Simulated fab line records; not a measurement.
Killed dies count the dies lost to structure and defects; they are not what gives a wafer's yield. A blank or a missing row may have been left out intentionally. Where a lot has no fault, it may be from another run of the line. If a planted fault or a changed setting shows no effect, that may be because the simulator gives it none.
fab line records	flow n5-finfet
[record] lots = 6	wafers = 18	last-day = 17
route steps=1938 shown FIN_SAQP@93 BEOL_M4@1111
lots that met no fault: from a run of the same line without faults
start-h: hours from the record's opening day to when the first of the lot's shown wafers began	wait-h: hours elapsed since this lot's preceding step	" repeats the value in the row above	L1.1+2: several wafers, shown together as one row	- value missing, or start not given	* or withheld: withheld	< > ~ a bound
route shown NAME@n: a module of which the file shows steps, and the number in the route of the first	usual: the fault-free wafers' mean and standard deviation	same: alike in all rows	chamber/n: place in a boat	sites: readings site by site	_std_site: standard deviation of those values	_edge_site: outer sites' mean less inner sites'	radius-mm: how far each site lies from the wafer's centre	mask NAME#n: copy n	behind: the tool/chamber that last shaped the wafer	hold: why the lot was held/for how many hours/how that ended	device: whichever transistor did not switch (one of n, p or np)	end of line: tests of these same wafers at the route's end	a step given without rows: its recipe and nothing more	killed: dies lost to structure and defects at the first sort, not the wafer's yield	map: the dies of a wafer, with x for killed, . for not killed, _ for no die there
set.NAME: the setting the step ran with; set.NAME@STEP: the setting that earlier step ran with	model.NAME: the simulator's own value behind a step, which no gauge read
lots at selected steps of the route; one table per step, one row per wafer
services: the hour from which a tool's chamber was out of use, counted from the record's first day as start-h (under 0 if before that day), plus the number of hours and why
[[steps]]
[step N5_FIN_SAQP_SRD_01]
[recipe] dry = ipa-marangoni	time-s = 30	temp-c = 23	rinse-liquid = diw
[step N5_FIN_SAQP_ALD_61]
[recipe] material = SiO2	target-thk-a = 40	temp-c = 300	ald-precursor-family = BDEAS	ald-co-reactant = O2-plasma	pulse-time-s = 1	purge-time-s = 2	co-reactant-purge-time-s = 2	ald-cycles = 43	pressure-torr = 2
[usual] heater-power-w = 464/47	precursor-pulse-height-rel = 0.998/0.022
[same] co-reactant-purge-time-s = 2
lot.wafer	tool	chamber	start-h	wait-h	heater-power-w	precursor-pulse-height-rel
L585.1	ald-sin-03	0	34.02	0.0	487	1.001
L585.2	"	2	"	"	375	0.987
L585.4	"	3	"	"	420	0.997
L589.1	ald-sin-02	2	56.76	0.0	437	0.973
L589.2	"	1	"	"	499	1.001
L589.6	"	1	"	"	497	0.974
L590.1	ald-sin-02	0	63.20	0.0	426	0.976
L590.2	"	3	"	"	520	1.007
L590.4	"	1	"	"	485	0.983
L601.1	ald-sin-04	2	130.73	1.4	501	1.039
L601.3	"	3	"	"	418	0.993
L601.6	"	0	"	"	497	0.991
L603.2	ald-sin-03	3	140.67	0.7	412	1.005
L603.5	"	3	"	"	415	0.965
L603.6	"	2	"	"	371	1.013
L605.2	ald-sin-04	2	152.74	0.0	504	1.000
L605.4	"	1	"	"	541	0.998
L605.5	"	2	"	"	506	0.969
[step N5_FIN_SAQP_DENSIFY_62]
[recipe] temp-c = 700	time-s = 60	ambient = N2	idle-temp-c = 600	ramp-up-c-per-s = 150	ramp-down-c-per-s = 60	cool-to-c = 600
[usual] lamp-power-pct = 9.85/0.052	wafer_temp_C_max = 703.5/0.69
lot.wafer	tool	chamber	start-h	wait-h	lamp-power-pct	wafer_temp_C_max
L585.1	rtp-anneal-01	0	34.28	0.2	9.80	705.1
L585.2	"	0	"	"	9.85	703.1
L585.4	"	0	"	"	9.86	702.8
L589.1	rtp-anneal-01	0	57.49	0.7	9.86	703.4
L589.2	"	0	"	"	9.87	703.2
L589.6	"	0	"	"	9.82	702.2
L590.1	rtp-anneal-01	0	63.73	0.4	9.79	702.8
L590.2	"	0	"	"	9.87	703.6
L590.4	"	0	"	"	9.82	704.0
L601.1	rtp-anneal-01	0	130.93	0.1	9.91	703.6
L601.3	"	0	"	"	9.77	704.4
L601.6	"	0	"	"	9.80	704.1
L603.2	rtp-anneal-01	0	140.90	0.1	9.81	703.4
L603.5	"	0	"	"	9.89	702.6
L603.6	"	0	"	"	9.87	703.2
L605.2	rtp-anneal-01	0	152.99	0.2	9.86	703.4
L605.4	"	0	"	"	9.83	703.1
L605.5	"	0	"	"	9.86	702.2
[step N5_FIN_SAQP_HM_DEP_03]
[recipe] material = SiNx	target-thk-a = 380	temp-c = 400	precursor = SiH4/NH3/N2	pressure-torr = 1.5	rf-w = 300	time-s = 33.6
[usual] heater-power-w = 775/78	showerhead-plenum-p-Torr = 5.19/0.035	showerhead-vpp-V = 1102/58	throttle-valve-pct = 38.6/1.8
lot.wafer	tool	chamber	start-h	wait-h	heater-power-w	showerhead-plenum-p-Torr	showerhead-vpp-V	throttle-valve-pct
L585.1	pecvd-03	2	34.50	0.2	815	5.20	1141	37.3
L585.2	"	0	"	"	750	5.24	1054	37.8
L585.4	"	0	"	"	759	5.24	1080	38.1
L589.1	pecvd-04	1	57.71	0.2	832	5.16	1169	35.5
L589.2	"	2	"	"	690	5.17	997	41.1
L589.6	"	2	"	"	658	5.17	1028	41.3
L590.1	pecvd-01	2	63.95	0.2	782	5.13	1012	37.4
L590.2	"	0	"	"	818	5.17	1137	42.2
L590.4	"	0	"	"	811	5.18	1134	42.1
L601.1	pecvd-03	0	131.14	0.2	725	5.25	1065	38.1
L601.3	"	2	"	"	899	5.21	1117	37.4
L601.6	"	1	"	"	750	5.22	1146	39.3
L603.2	pecvd-04	2	141.08	0.2	670	5.17	1009	41.0
L603.5	"	1	"	"	721	5.15	1201	36.1
L603.6	"	2	"	"	648	5.19	1004	41.1
L605.2	pecvd-01	2	153.18	0.2	788	5.14	1014	37.9
L605.4	"	0	"	"	723	5.19	1140	42.2
L605.5	"	1	"	"	660	5.16	1072	39.2
[step N5_FIN_SAQP_THK_MEAS_05]
[usual] thk-nm = 38.0/0.44
lot.wafer	tool	chamber	start-h	wait-h	thk-nm
L585.1	film-metro-02	-	34.58	0.1	37.8
L585.2	"	-	"	"	37.8
L585.4	"	-	"	"	38.1
L589.1	film-metro-01	-	57.79	0.1	37.8
L589.2	"	-	"	"	37.8
L589.6	"	-	"	"	38.3
L590.1	film-metro-02	-	64.03	0.1	37.1
L590.2	"	-	"	"	37.6
L590.4	"	-	"	"	38.5
L601.1	film-metro-02	-	131.23	0.1	37.5
L601.3	"	-	"	"	37.1
L601.6	"	-	"	"	37.4
L603.2	film-metro-02	-	141.17	0.1	37.7
L603.5	"	-	"	"	38.3
L603.6	"	-	"	"	39.0
L605.2	film-metro-01	-	153.27	0.1	37.1
L605.4	"	-	"	"	38.2
L605.5	"	-	"	"	39.0
[step N5_FIN_SAQP_PECVD_47]
[recipe] material = a-Si	target-thk-a = 450	temp-c = 400	precursor = SiH4/He	pressure-torr = 3	rf-w = 100	time-s = 36.3
[step N5_FIN_SAQP_PECVD_48]
[recipe] material = SiNx	target-thk-a = 250	temp-c = 400	precursor = SiH4/NH3/N2	pressure-torr = 1.5	rf-w = 300	time-s = 22.1
[usual] heater-power-w = 780/71	showerhead-plenum-p-Torr = 5.19/0.037	showerhead-vpp-V = 1100/59	throttle-valve-pct = 38.8/1.9
lot.wafer	tool	chamber	start-h	wait-h	heater-power-w	showerhead-plenum-p-Torr	showerhead-vpp-V	throttle-valve-pct
L585.1	pecvd-03	2	34.66	0.0	821	5.20	1145	37.5
L585.2	"	0	"	"	764	5.25	1073	37.9
L585.4	"	0	"	"	754	5.24	1088	37.8
L589.1	pecvd-01	1	57.87	0.0	712	5.17	1071	39.2
L589.2	"	0	"	"	796	5.17	1147	42.1
L589.6	"	0	"	"	768	5.20	1149	42.0
L590.1	pecvd-03	2	64.11	0.0	949	5.20	1110	37.3
L590.2	"	1	"	"	775	5.22	1151	39.0
L590.4	"	2	"	"	766	5.21	1110	37.5
L601.1	pecvd-01	1	131.31	0.0	664	5.16	1073	39.0
L601.3	"	2	"	"	753	5.13	1012	37.9
L601.6	"	1	"	"	672	5.16	1067	39.3
L603.2	pecvd-03	1	141.25	0.0	786	5.22	1140	39.0
L603.5	"	1	"	"	797	5.20	1148	39.2
L603.6	"	0	"	"	744	5.24	1067	37.8
L605.2	pecvd-04	0	153.34	0.0	838	5.24	1113	38.9
L605.4	"	0	"	"	862	5.22	1111	38.7
L605.5	"	2	"	"	723	5.18	1018	41.2
[step N5_FIN_SAQP_PECVD_06]
[recipe] material = a-Si	target-thk-a = 600	temp-c = 400	precursor = SiH4/He	pressure-torr = 3	rf-w = 100	time-s = 48.1
[step N5_FIN_SAQP_THK_MEAS_07]
[usual] thk-nm = 60.2/0.81
lot.wafer	tool	chamber	start-h	wait-h	thk-nm
L585.1	film-metro-01	-	34.79	0.1	59.4
L585.2	"	-	"	"	59.4
L585.4	"	-	"	"	60.3
L589.1	film-metro-02	-	58.00	0.1	60.5
L589.2	"	-	"	"	59.3
L589.6	"	-	"	"	60.6
L590.1	film-metro-02	-	64.24	0.1	59.3
L590.2	"	-	"	"	59.6
L590.4	"	-	"	"	59.8
L601.1	film-metro-01	-	131.44	0.1	60.4
L601.3	"	-	"	"	60.4
L601.6	"	-	"	"	61.0
L603.2	film-metro-02	-	141.38	0.1	60.4
L603.5	"	-	"	"	60.7
L603.6	"	-	"	"	61.0
L605.2	film-metro-02	-	153.47	0.1	60.2
L605.4	"	-	"	"	60.2
L605.5	"	-	"	"	60.6
[step N5_FIN_SAQP_HM_DEP_72]
[recipe] material = SiO2	target-thk-a = 120	temp-c = 400	precursor = SiH4/N2O	pressure-torr = 0.75	rf-w = 275	time-s = 7.2
[usual] heater-power-w = 790/74	showerhead-plenum-p-Torr = 8.26/0.071	showerhead-vpp-V = 1054/53
lot.wafer	tool	chamber	start-h	wait-h	heater-power-w	showerhead-plenum-p-Torr	showerhead-vpp-V
L585.1	pecvd-01	1	34.83	0.0	754	8.19	1048
L585.2	"	2	"	"	817	8.13	974
L585.4	"	1	"	"	772	8.19	1032
L589.1	pecvd-03	0	58.04	0.0	790	8.35	1027
L589.2	"	1	"	"	826	8.30	1091
L589.6	"	2	"	"	939	8.25	1045
L590.1	pecvd-01	2	64.28	0.0	805	8.13	969
L590.2	"	0	"	"	716	8.25	1087
L590.4	"	1	"	"	693	8.18	1020
L601.1	pecvd-03	2	131.47	0.0	854	8.24	1066
L601.3	"	0	"	"	815	8.35	1022
L601.6	"	2	"	"	827	8.29	1084
L603.2	pecvd-04	1	141.41	0.0	901	8.18	1152
L603.5	"	0	"	"	818	8.35	1068
L603.6	"	2	"	"	702	8.21	960
L605.2	pecvd-03	0	153.51	0.0	752	8.35	1037
L605.4	"	0	"	"	777	8.35	1019
L605.5	"	1	"	"	786	8.31	1104
[step N5_FIN_SAQP_COAT_49]
[recipe] resist = SOC	temp-c = 250	time-s = 60	spin-rpm = 1500	resist-thk-nm = 100
[step N5_FIN_SAQP_COAT_50]
[recipe] resist = SiARC	temp-c = 220	time-s = 60	spin-rpm = 1500	resist-thk-nm = 35
[step N5_FIN_SAQP_COAT_10]
[recipe] resist = CAR-ArF	spin-rpm = 1500	resist-thk-nm = 90
[usual] spin-speed-rpm = 1499.9/0.91
lot.wafer	tool	chamber	start-h	wait-h	spin-speed-rpm	model.CAR-ArF_of_FIN_SAQP_COAT_10.thk-nm
L585.1	litho-track-05	0	34.91	-	1500.3	89.69
L585.2	"	0	"	"	1501.2	89.83
L585.4	"	0	"	"	1501.1	89.81
L589.1	litho-track-05	0	58.12	-	1589.7	87.24
L589.2	"	0	"	"	1589.5	87.21
L589.6	"	0	"	"	1590.8	87.48
L590.1	litho-track-05	0	64.36	-	1592.6	87.29
L590.2	"	0	"	"	1590.2	87.52
L590.4	"	0	"	"	1590.8	87.43
L601.1	litho-track-04	0	131.56	-	1501.8	90.92
L601.3	"	0	"	"	1500.0	90.39
L601.6	"	0	"	"	1499.8	90.62
L603.2	litho-track-05	0	141.50	-	1500.5	90.06
L603.5	"	0	"	"	1499.9	90.12
L603.6	"	0	"	"	1500.7	89.97
L605.2	litho-track-05	0	153.59	-	1500.7	90.25
L605.4	"	0	"	"	1500.2	90.26
L605.5	"	0	"	"	1500.3	90.35
[step N5_FIN_SAQP_EBR_12]
[recipe] solvent = PGMEA	ebr-width-mm = 1.5
[step N5_FIN_SAQP_SOFTBAKE_11]
[recipe] temp-c = 110	time-s = 60	resist = CAR-ArF
[step N5_FIN_SAQP_EXPOSE_13]
[recipe] mask-id = FIN_CORE	na = 1.35	source-shape = dipole	sigma-inner = 0.538	sigma-outer = 0.738	polarization = te	target-cd-nm = 35.6	dose-mj = 63.25
[step N5_FIN_SAQP_PEB_14]
[recipe] peb-temp-c = withheld	peb-time-s = 60	resist = CAR-ArF
[step N5_FIN_SAQP_DEVELOP_15]
[recipe] develop-time-s = 30	developer = TMAH	resist = CAR-ArF	dev-temp-c = 23	rinse-liquid = diw	dry = air-spin
[step N5_FIN_SAQP_CD_MEAS_16]
[recipe] target-cd-nm = 35.6	landing-energy-ev = 500	detector = se-inlens
[usual] cd-nm = 35.6/0.3
[same] landing-energy-ev = 500
lot.wafer	tool	chamber	start-h	wait-h	cd-nm
L585.1	cd-sem-03	0	35.15	-	35.1
L585.2	"	0	"	"	35.4
L585.4	"	0	"	"	35.2
L589.1	cd-sem-02	0	58.36	-	35.3
L589.2	"	0	"	"	35.2
L589.6	"	0	"	"	35.6
L590.1	cd-sem-02	0	64.60	-	35.1
L590.2	"	0	"	"	35.0
L590.4	"	0	"	"	35.0
L601.1	cd-sem-01	0	131.80	-	35.6
L601.3	"	0	"	"	36.0
L601.6	"	0	"	"	35.5
L603.2	cd-sem-03	0	141.86	-	36.1
L603.5	"	0	"	"	35.8
L603.6	"	0	"	"	35.7
L605.2	cd-sem-01	0	153.96	-	35.8
L605.4	"	0	"	"	35.6
L605.5	"	0	"	"	35.9
[step N5_FIN_SAQP_OVL_MEAS_17]
[recipe] points-per-wafer = 44
[usual] FIN_CORE_OVL = -0.1/0.85
lot.wafer	tool	chamber	start-h	wait-h	FIN_CORE_OVL[nm]
L585.1	overlay-02	0	35.19	0.0	-0.9
L585.2	"	0	"	"	-1.2
L585.4	"	0	"	"	-0.2
L589.1	overlay-02	0	58.40	0.0	0.6
L589.2	"	0	"	"	0.5
L589.6	"	0	"	"	1.1
L590.1	overlay-02	0	64.64	0.0	-2.0
L590.2	"	0	"	"	-0.3
L590.4	"	0	"	"	-1.0
L601.1	overlay-01	0	131.84	0.0	-0.9
L601.3	"	0	"	"	-0.7
L601.6	"	0	"	"	-0.7
L603.2	overlay-01	0	141.90	0.0	0.4
L603.5	"	0	"	"	0.7
L603.6	"	0	"	"	-1.6
L605.2	overlay-01	0	154.00	0.0	-0.3
L605.4	"	0	"	"	-0.8
L605.5	"	0	"	"	-1.0
[step N5_FIN_SAQP_INSPECT_18]
[recipe] mode = adi	inspect-instrument = brightfield
[usual] raw-defect-count = 431/130
lot.wafer	tool	chamber	start-h	wait-h	raw-defect-count
L585.1	defect-inspect-01	-	35.21	0.0	235
L585.2	"	-	"	"	236
L585.4	"	-	"	"	304
L589.1	defect-inspect-02	-	58.42	0.0	307
L589.2	"	-	"	"	402
L589.6	"	-	"	"	337
L590.1	defect-inspect-02	-	64.66	0.0	465
L590.2	"	-	"	"	378
L590.4	"	-	"	"	377
L601.1	defect-inspect-02	-	131.86	0.0	536
L601.3	"	-	"	"	487
L601.6	"	-	"	"	427
L603.2	defect-inspect-02	-	141.93	0.0	511
L603.5	"	-	"	"	567
L603.6	"	-	"	"	489
L605.2	defect-inspect-01	-	154.02	0.0	277
L605.4	"	-	"	"	352
L605.5	"	-	"	"	351
[step N5_FIN_SAQP_DESCUM_21]
[recipe] chemistry = O2	time-s = 7.9	source-power-w = 50	bias-power-w = 20	pressure-mtorr = 20	rf-frequency-hz = 2.712e+07	temp-c = 40	resist = CAR-ArF	o2-flow-sccm = 225
[step N5_FIN_SAQP_ETCH_51]
[recipe] chemistry = CF4	target = SiARC	target-depth-a = 455	mask-material = CAR-ArF	time-s = 75.8	ion-energy-ev = 80	pressure-mtorr = 40	source-w = 545	bias-w = 36	Ar_flow_sccm = 100	cf4-flow-sccm = 100	ends = cleared
[usual] chamber-pressure-mTorr = 40.00/0.037	drypump-motor-current-A = 5.9/0.45	etch-rf-on-time-s = 75.8/0.95	oes-product-au = 0.67/0.074	rf-vpp-V = 184.2/1.3	showerhead-plenum-p-Torr = 2.15/0.083	throttle-valve-pct = 15.51/0.21
lot.wafer	tool	chamber	start-h	wait-h	chamber-pressure-mTorr	drypump-motor-current-A	etch-rf-on-time-s	oes-product-au	rf-hours-counter-h	rf-vpp-V	showerhead-plenum-p-Torr	throttle-valve-pct	model.CAR-ArF_of_FIN_SAQP_COAT_10.thk-nm
L585.1	rie-diel-04	2	35.28	0.0	40.03	6.0	74.9	0.75	39	184.1	2.18	15.64	50.65
L585.2	"	3	"	"	40.07	5.6	75.9	0.61	211	184.7	2.20	15.62	50.77
L585.4	"	3	"	"	40.02	5.5	77.0	0.60	-	185.5	2.20	15.61	50.68
L589.1	rie-diel-05	0	58.49	0.0	40.02	5.0	77.3	0.60	231	183.1	2.03	15.95	48.07
L589.2	"	1	"	"	40.00	5.7	75.4	0.67	89	185.4	2.25	15.34	48.06
L589.6	"	2	"	"	39.99	5.8	77.3	0.60	-	185.5	2.20	15.43	48.29
L590.1	rie-diel-06	3	65.09	0.0	40.01	6.6	75.2	0.62	187	182.1	2.04	15.27	48.28
L590.2	"	2	"	"	39.98	5.6	75.0	0.69	110	183.1	2.07	15.56	48.58
L590.4	"	2	"	"	39.95	5.6	75.1	0.69	-	183.4	2.07	15.57	48.56
L601.1	rie-diel-04	1	132.03	0.0	39.94	6.0	74.6	0.76	40	184.2	2.18	15.16	51.8
L601.3	"	0	"	"	40.00	5.4	76.7	0.76	34	184.4	2.18	15.47	51.29
L601.6	"	0	"	"	39.99	5.4	75.7	0.76	-	184.6	2.18	15.47	51.48
L603.2	rie-diel-04	2	141.99	0.0	40.06	5.9	74.8	0.71	79	185.0	2.16	15.70	50.85
L603.5	"	1	"	"	40.02	6.0	74.2	0.75	-	185.1	2.18	15.19	51.06
L603.6	"	2	"	"	40.00	5.9	75.0	0.70	-	183.5	2.16	15.70	50.78
L605.2	rie-diel-04	1	154.09	0.0	40.00	6.0	74.5	0.75	50	183.9	2.18	15.21	51.1
L605.4	"	0	"	"	39.92	5.4	76.0	0.75	-	183.9	2.18	15.49	51.25
L605.5	"	2	"	"	40.02	5.9	74.9	0.70	-	183.1	2.16	15.72	51.21
[step N5_FIN_SAQP_ETCH_52]
[recipe] chemistry = N2/H2	target = SOC	target-depth-a = 1000	overetch-a = 200	mask-material = SiARC	temp-c = 40	time-s = 150	ion-energy-ev = 200	pressure-mtorr = 30	source-w = 840	bias-w = 150	n2-flow-sccm = 200	h2-flow-sccm = 200	ends = end-point
[step N5_BEOL_M4_RC_MEAS_101]
[usual] DIBL_N = 36.3/1.4	DIBL_P = 36.2/1.5	IOFF_N = 0.160/0.021	IOFF_P = 0.211/0.027	ION_N = 676/7.7	ION_P = 463/5.5	SS_N = 71.4/0.57	SS_P = 73.3/0.58	VT_N = 249.3/2.5	VT_P = -250.1/2.6
lot.wafer	tool	chamber	start-h	wait-h	DIBL_N[mV/V]	DIBL_P[mV/V]	IOFF_N[nA/um]	IOFF_P[nA/um]	ION_N[uA/um]	ION_P[uA/um]	SS_N[mV/dec]	SS_P[mV/dec]	VT_N[mV]	VT_P[mV]
L585.1	prober-01	0	186.17	0.0	35.0	34.9	0.153	0.194	679	465	71.6	73.1	251.5	-250.2
L585.2	"	0	"	"	38.0	39.2	0.222	0.272	688	474	72.5	73.7	245.6	-248.3
L585.4	"	0	"	"	36.8	37.9	0.192	0.233	690	462	71.9	73.1	247.1	-247.0
L589.1	prober-01	0	204.77	0.0	37.8	36.9	0.139	0.218	661	465	71.1	73.7	253.0	-249.2
L589.2	"	0	"	"	36.9	35.6	0.127	0.201	669	456	71.6	72.7	254.3	-251.7
L589.6	"	0	"	"	38.3	36.7	0.145	0.214	666	457	71.7	72.5	251.2	-251.0
L590.1	prober-01	0	214.24	0.0	36.2	33.7	0.142	0.184	674	459	71.1	72.7	248.7	-250.0
L590.2	"	0	"	"	36.5	34.9	0.147	0.196	670	467	71.1	72.8	248.7	-246.6
L590.4	"	0	"	"	36.7	35.3	0.152	0.205	681	463	71.1	73.5	248.6	-249.8
L601.1	prober-02	0	283.45	0.0	36.4	35.3	0.161	0.211	683	469	70.4	72.6	246.2	-251.2
L601.3	"	0	"	"	37.1	35.9	0.173	0.216	679	462	71.5	73.4	247.0	-248.9
L601.6	"	0	"	"	36.0	35.6	0.173	0.221	689	472	71.1	73.3	244.2	-249.5
L603.2	prober-02	0	297.07	0.2	36.4	37.7	0.155	0.221	668	462	71.0	73.7	248.5	-249.1
L603.5	"	0	"	"	34.5	35.2	0.124	0.180	679	466	70.7	72.7	250.1	-251.3
L603.6	"	0	"	"	34.5	36.1	0.126	0.186	667	460	71.2	73.0	251.4	-252.6
L605.2	prober-01	0	308.47	0.2	35.3	35.3	0.154	0.207	680	471	71.7	73.1	250.3	-251.8
L605.4	"	0	"	"	34.4	34.6	0.138	0.186	663	460	70.7	72.6	254.1	-249.7
L605.5	"	0	"	"	36.3	36.6	0.164	0.222	673	463	72.2	73.5	249.9	-250.5
[[services]]
tool	chamber	start-h	hours	kind
pecvd-04	0	12.56	5.5	scheduled-down
rie-diel-06	1	14.17	6.7	repair
rie-diel-05	-	19.63	2.8	pm
rie-diel-04	2	19.79	4.9	repair
rie-diel-04	0	25.03	-	clean
rie-diel-04	0	25.03	-	consumable-replace:focus-ring
rie-diel-04	0	25.03	16.6	scheduled-down
rie-diel-04	0	25.03	16.6	vent-cycle
rie-diel-04	1	26.85	1.2	repair
pecvd-04	2	28.07	5.5	scheduled-down
litho-track-05	-	29.55	-	consumable-replace:filter
pecvd-01	0	47.15	5.5	scheduled-down
pecvd-04	1	70.90	2.1	scheduled-down
ald-sin-02	3	71.18	6.8	repair
pecvd-04	2	74.98	3.1	repair
ald-sin-03	-	85.66	14.0	pm
rie-diel-04	1	104.02	9.3	repair
pecvd-03	1	113.58	5.5	scheduled-down
pecvd-04	-	121.24	0.4	repair
rie-diel-05	2	132.80	6.0	repair
rie-diel-04	3	137.04	-	clean
pecvd-01	-	145.65	1.2	repair
ald-sin-02	-	151.52	6.0	pm
pecvd-01	-	154.03	5.5	pm
[[key]]
[first-sign] step = N5_FIN_SAQP_COAT_10	reading = spin-speed-rpm	direction = up	sigmas = 99+	usual = *	struck = *
effect none on later readings
[model-effect] step = N5_FIN_SAQP_COAT_10	value = CAR-ArF_of_FIN_SAQP_COAT_10.thk-nm	without = 89.96	struck = 87.36
[model-effect] step = N5_FIN_SAQP_ETCH_51	value = CAR-ArF_of_FIN_SAQP_COAT_10.thk-nm	without = 50.9	struck = 48.31
met-at N5_FIN_SAQP_COAT_10
struck-wafers L589.1,L589.2,L589.6,L590.1,L590.2,L590.4
onset-between 34.91 58.12
[fault] kind = process-parameter-drift	tool = litho-track-05	chamber = -	onset-h = 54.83	steps = N5_FIN_SAQP_COAT_10	channel = spin-rpm	offset = *	shape = step	end-h = 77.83	acts-in = *	stated = *
